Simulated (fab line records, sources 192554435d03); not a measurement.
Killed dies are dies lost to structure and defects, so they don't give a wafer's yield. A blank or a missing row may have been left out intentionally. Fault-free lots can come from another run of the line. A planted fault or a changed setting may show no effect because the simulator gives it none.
Lot-split experiment / flow n5 finfet / 21 wafers read across 7 lots, on a route 1938 steps long

## ABOUT THE SPLIT
At N5_BEOL_M2_ETCH_74 (etches underlayer in N2/H2, target depth 6.5 nm, time 5.2 s), the setting source w was moved away from the recipe's 840 W on 7 of the 21 wafers read, by -17.7% to +13.8%. All remaining wafers had this setting at the recipe value.

The split's own step is where the reading is taken.

## THE READING
rf vpp V, in V, at N5_BEOL_M2_ETCH_74 (etches underlayer in N2/H2, target depth 6.5 nm, time 5.2 s). Fault-free wafers of this fab line usually give 523.1 V, standard deviation 2.9 V.

wafer=L076.3; tool, chamber at the split=rie diel-05, 0; source w as run, W=956.1; against the recipe=+13.8%; rf vpp V, V=499.8; against lot-mates on the recipe=-24.7
wafer=L076.4; tool, chamber at the split=rie diel-05, 3; source w as run, W=840; against the recipe=recipe; rf vpp V, V=525.0; against lot-mates on the recipe=-
wafer=L076.6; tool, chamber at the split=rie diel-05, 3; source w as run, W=840; against the recipe=recipe; rf vpp V, V=524.1; against lot-mates on the recipe=-
wafer=L077.1; tool, chamber at the split=rie diel-04, 0; source w as run, W=840; against the recipe=recipe; rf vpp V, V=527.3; against lot-mates on the recipe=-
wafer=L077.2; tool, chamber at the split=rie diel-04, 2; source w as run, W=840; against the recipe=recipe; rf vpp V, V=526.5; against lot-mates on the recipe=-
wafer=L077.6; tool, chamber at the split=rie diel-04, 3; source w as run, W=840; against the recipe=recipe; rf vpp V, V=522.3; against lot-mates on the recipe=-
wafer=L079.2; tool, chamber at the split=rie diel-04, 2; source w as run, W=748.1; against the recipe=-10.9%; rf vpp V, V=546.6; against lot-mates on the recipe=+20.9
wafer=L079.4; tool, chamber at the split=rie diel-04, 1; source w as run, W=840; against the recipe=recipe; rf vpp V, V=525.7; against lot-mates on the recipe=-
wafer=L079.6; tool, chamber at the split=rie diel-04, 3; source w as run, W=748.1; against the recipe=-10.9%; rf vpp V, V=541.0; against lot-mates on the recipe=+15.3
wafer=L081.2; tool, chamber at the split=rie diel-06, 1; source w as run, W=908.1; against the recipe=+8.1%; rf vpp V, V=505.8; against lot-mates on the recipe=-12.3
wafer=L081.3; tool, chamber at the split=rie diel-06, 3; source w as run, W=908.1; against the recipe=+8.1%; rf vpp V, V=509.3; against lot-mates on the recipe=-8.8
wafer=L081.6; tool, chamber at the split=rie diel-06, 1; source w as run, W=840; against the recipe=recipe; rf vpp V, V=518.1; against lot-mates on the recipe=-
wafer=L080.1; tool, chamber at the split=rie diel-06, 3; source w as run, W=840; against the recipe=recipe; rf vpp V, V=522.0; against lot-mates on the recipe=-
wafer=L080.4; tool, chamber at the split=rie diel-06, 2; source w as run, W=840; against the recipe=recipe; rf vpp V, V=524.0; against lot-mates on the recipe=-
wafer=L080.5; tool, chamber at the split=rie diel-06, 1; source w as run, W=691.7; against the recipe=-17.7%; rf vpp V, V=550.8; against lot-mates on the recipe=+27.8
wafer=L084.2; tool, chamber at the split=rie diel-06, 3; source w as run, W=840; against the recipe=recipe; rf vpp V, V=523.1; against lot-mates on the recipe=-
wafer=L084.4; tool, chamber at the split=rie diel-06, 2; source w as run, W=752.2; against the recipe=-10.5%; rf vpp V, V=543.0; against lot-mates on the recipe=+18.4
wafer=L084.6; tool, chamber at the split=rie diel-06, 2; source w as run, W=840; against the recipe=recipe; rf vpp V, V=526.1; against lot-mates on the recipe=-
wafer=L085.1; tool, chamber at the split=rie diel-05, 0; source w as run, W=840; against the recipe=recipe; rf vpp V, V=521.6; against lot-mates on the recipe=-
wafer=L085.3; tool, chamber at the split=rie diel-05, 3; source w as run, W=840; against the recipe=recipe; rf vpp V, V=523.5; against lot-mates on the recipe=-
wafer=L085.6; tool, chamber at the split=rie diel-05, 2; source w as run, W=840; against the recipe=recipe; rf vpp V, V=524.7; against lot-mates on the recipe=-

FIT RESULTS
A straight line over all 21 wafers: rf vpp V changes by -1.74 V for each +1% of source w; r = -0.98; the points scatter about the line by 2.5 V.
The same after taking each lot's own level away (the mean of its wafers on the recipe; 21 wafers): -1.62 V for each +1%; r = -0.99; scatter 1.9 V.
That fit puts the effect of the largest move of source w on the reading at 29 V.
Measured against the standard deviation above, the lots' own levels, which go from 518.10 to 525.70 V, span 2.6 times it.
Hence the lot-to-lot level has little effect on the slope; both slopes agree.
Check: +29.2 V against its lot-mates is what the line predicts for one of the wafers moved furthest among these (-17.7%) when that wafer is left out of the fit. It came out at +27.8 V against them.
Tool readings at the split's step, against how far the setting was moved: rf vpp V r = -0.98.

## ADDITIONAL SPLITS CARRIED BY THESE WAFERS
Other splits were also applied to these wafers ahead of the reading. Each is held against what the fit with the lots' levels taken away leaves over:
other split on the same wafers=N5_BEOL_M1_COAT_05 spin rpm; wafers away from the commonest value=7; r with rf vpp V (lot level and that fit taken away)=+0.37
other split on the same wafers=N5_BEOL_M1_VIA_ETCH_34 time s; wafers away from the commonest value=4; r with rf vpp V (lot level and that fit taken away)=+0.11
other split on the same wafers=N5_BEOL_M1_TRENCH_ETCH_37 source w; wafers away from the commonest value=8; r with rf vpp V (lot level and that fit taken away)=+0.07

## FILE'S OWN FIT
rf vpp V changes by -1.64 V for each +1% of source w, r = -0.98.
